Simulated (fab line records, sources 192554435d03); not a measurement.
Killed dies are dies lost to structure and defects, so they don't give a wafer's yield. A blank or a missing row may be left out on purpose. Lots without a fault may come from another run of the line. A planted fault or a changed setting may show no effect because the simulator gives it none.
A struck lot beside a sound one | flow n5_finfet | 14 steps out of a route of 1938
Sound: wafers L453.2, L453.3, L453.5. Struck: wafers L466.3, L466.5, L466.6. The cause comes at the end.
At each step with rows: each side's tool, then ch and its chambers, then its first start. Under that, the readings that differ: sound wafers | struck wafers | difference of the means | sigmas: that difference in standard deviations of wafers without a fault.
alike: readings whose means differ by less than 2 such deviations, and words and numbers that are the same on both sides. not compared: withheld readings, readings that some wafer has no value for, bounds like >300 that may hide the same value, and numbers for which the record gives no deviation and whose values overlap.
The two part at a step that has a row with sigmas, a row that says differs or no value, or rows on one side only. Numbers that don't overlap but have no deviation are shown without sigmas and don't part them. A reading that every wafer of one side lacks parts them only if that side has two wafers or more.

first, 7 steps without rows for these wafers: N5_WELL_APT_COAT_19 (resist thk 950 nm); N5_WELL_APT_EBR_21; N5_WELL_APT_SOFTBAKE_20 (time 60 s); N5_WELL_APT_EXPOSE_22 (exposes mask PWELL, defocus 0 nm, target cd 200 nm); N5_WELL_APT_PEB_23 (peb time 90 s); N5_WELL_APT_DEVELOP_24 (develop time 45 s); N5_WELL_APT_HARDBAKE_29 (time 120 s).
N5_WELL_APT_CD_MEAS_25: target cd 200 nm.
  sound on cd_sem-01 ch 0, day 2 14:55; struck on cd_sem-01 ch 0, day 5 21:04
  alike: cd_nm
N5_WELL_APT_OVL_MEAS_26:
  sound on overlay-02 ch 0, day 2 14:56; struck on overlay-02 ch 0, day 5 21:05
  alike: PWELL_OVL
N5_WELL_APT_INSPECT_27: inspects for defects (macro).
  sound on defect_inspect-02, day 2 14:58; struck on defect_inspect-02, day 5 21:07
  alike: raw_defect_count
N5_WELL_APT_DESCUM_30: chemistry O2, time 7.9 s.
  sound on rie_diel-01 ch 0,1, day 2 15:07; struck on rie_diel-01 ch 1,2,3, day 5 21:09
  alike: chamber_pressure_mTorr, drypump_motor_current_A, oes_product_au, rf_vpp_V, showerhead_plenum_p_Torr, throttle_valve_pct
  not compared: rf_hours_counter_h
then, 1 step without rows for these wafers: N5_WELL_APT_IMPLANT_31.
N5_WELL_APT_IMPLANT_32:
  sound on implanter-01 ch 0, day 2 15:25; struck on implanter-01 ch 0, day 5 21:29
  reading                   | sound                | struck               | difference | sigmas
  beam_energy_keV           | 50.028 50.006 50.006 | 67.976 67.964 67.983 | +17.961    | +99 or more
  model.implant.rp_nm (nm)  | 37.81 37.81 37.81    | 51.87 51.87 51.87    | +14.06     |
  model.implant.drp_nm (nm) | 18.55 18.55 18.55    | 23.27 23.27 23.27    | +4.72      |
then, 1 step without rows for these wafers: N5_WELL_APT_STRIP_33 (strips in SPM, time 900 s).

WHERE THEY PART
Only at N5_WELL_APT_IMPLANT_32, within this record.

WHY: what the simulator had put in
Process parameter drift: implanter-01, from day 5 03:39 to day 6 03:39, at N5_WELL_APT_IMPLANT_32. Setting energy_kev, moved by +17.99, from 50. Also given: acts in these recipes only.
